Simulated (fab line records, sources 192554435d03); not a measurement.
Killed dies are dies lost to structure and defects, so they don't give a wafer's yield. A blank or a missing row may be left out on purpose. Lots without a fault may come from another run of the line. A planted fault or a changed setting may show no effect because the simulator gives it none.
Split-lot experiment | flow n5_finfet | 7 lots, 21 wafers read, on a route of 1938 steps

THE SPLIT
At N5_BEOL_M0_TRENCH_ETCH_107 (etches SiOC in C4F6/O2, target depth 32.8 nm, time 16.4 s), the setting target_depth_a was moved away from the recipe's 328 angstrom on 7 of the 21 wafers read, by -11.9% to +9.8%. The other wafers ran this setting at the recipe's value.

FROM THE SPLIT TO THE READING: what the file shows between them, 1 step
- N5_BEOL_M0_STRIP_142: strips in N2/H2, time 10 s

THE READING
trench_depth_nm, in nm, at N5_BEOL_M0_OCD_MEAS_108. Fault-free wafers of this fab line usually give 32.8 nm, standard deviation 0.72 nm.

wafer  | tool, chamber at the split | target_depth_a as run, angstrom | against the recipe | trench_depth_nm, nm | against lot-mates on the recipe
L075.1 | rie_diel-05, 1             | 328                             | recipe             | 32.8                | -
L075.3 | rie_diel-05, 3             | 360.3                           | +9.8%              | 35.0                | +2.7
L075.6 | rie_diel-05, 3             | 328                             | recipe             | 31.9                | -
L080.2 | rie_diel-05, 1             | 328                             | recipe             | 33.2                | -
L080.3 | rie_diel-05, 3             | 328                             | recipe             | 31.9                | -
L080.5 | rie_diel-05, 3             | 328                             | recipe             | 32.5                | -
L084.1 | rie_diel-04, 2             | 328                             | recipe             | 34.0                | -
L084.5 | rie_diel-04, 3             | 328                             | recipe             | 33.5                | -
L084.6 | rie_diel-04, 0             | 328                             | recipe             | 32.9                | -
L085.3 | rie_diel-05, 0             | 328                             | recipe             | 31.8                | -
L085.5 | rie_diel-05, 3             | 328                             | recipe             | 32.9                | -
L085.6 | rie_diel-05, 0             | 328                             | recipe             | 31.9                | -
L089.2 | rie_diel-06, 3             | 289.1                           | -11.9%             | 29.2                | -4.3
L089.5 | rie_diel-06, 3             | 289.1                           | -11.9%             | 29.5                | -4.0
L089.6 | rie_diel-06, 0             | 328                             | recipe             | 33.5                | -
L094.1 | rie_diel-06, 1             | 328                             | recipe             | 32.6                | -
L094.2 | rie_diel-06, 3             | 297.6                           | -9.3%              | 30.2                | -2.4
L094.4 | rie_diel-06, 2             | 297.6                           | -9.3%              | 30.4                | -2.2
L096.1 | rie_diel-06, 0             | 328                             | recipe             | 33.3                | -
L096.3 | rie_diel-06, 2,0           | 301.5                           | -8.1%              | 30.7                | -2.6
L096.6 | rie_diel-06, 2,0           | 301.5                           | -8.1%              | 30.4                | -2.9
Where a row lists several chambers, the file gives one row for several wafers and doesn't say which wafer went through which chamber.

THE FIT
A straight line over all 21 wafers: trench_depth_nm changes by +0.268 nm for each +1% of target_depth_a; r = +0.93; the points scatter about the line by 0.6 nm.
The same after taking each lot's own level away (the mean of its wafers on the recipe; 21 wafers): +0.308 nm for each +1%; r = +0.96; scatter 0.46 nm.
On that fit, the largest move of target_depth_a shifts the reading by 3.7 nm.
The lots' own levels span 32.20 to 33.50 nm, that is 1.8 times the standard deviation above.
So the lot-to-lot level changes the slope: the two fits differ.
Check: with one of the wafers moved furthest among these (-11.9%) left out of the fit, the line predicts -3.53 nm for it against its lot-mates. It came out at -4.3 nm against them.

OTHER SPLITS ON THESE WAFERS
These wafers also went through other splits before the reading. Each is held against what the fit with the lots' levels taken away leaves over:
other split on the same wafers   | wafers away from the commonest value | r with trench_depth_nm (lot level and that fit taken away)
N5_BEOL_M0_CUTY_DESCUM_61 time_s | 6                                    | +0.13

THE WHOLE CHAIN: every reading that the file lists as answering this split, in the file's order
step                       | what it does                                              | reading                                                                   | change (the file's fit)               | r (the file's)
N5_BEOL_M0_TRENCH_ETCH_107 | etches SiOC in C4F6/O2, target depth 32.8 nm, time 16.4 s | BEOL_M0.feature_depth_nm (the simulator's own value, which no gauge read) | +0.296 nm for each +1% of the setting | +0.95
N5_BEOL_M0_OCD_MEAS_108    |                                                           | trench_depth_nm                                                           | +0.304 nm for each +1% of the setting | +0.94

THE FILE'S OWN FIT
trench_depth_nm changes by +0.304 nm for each +1% of target_depth_a, r = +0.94.
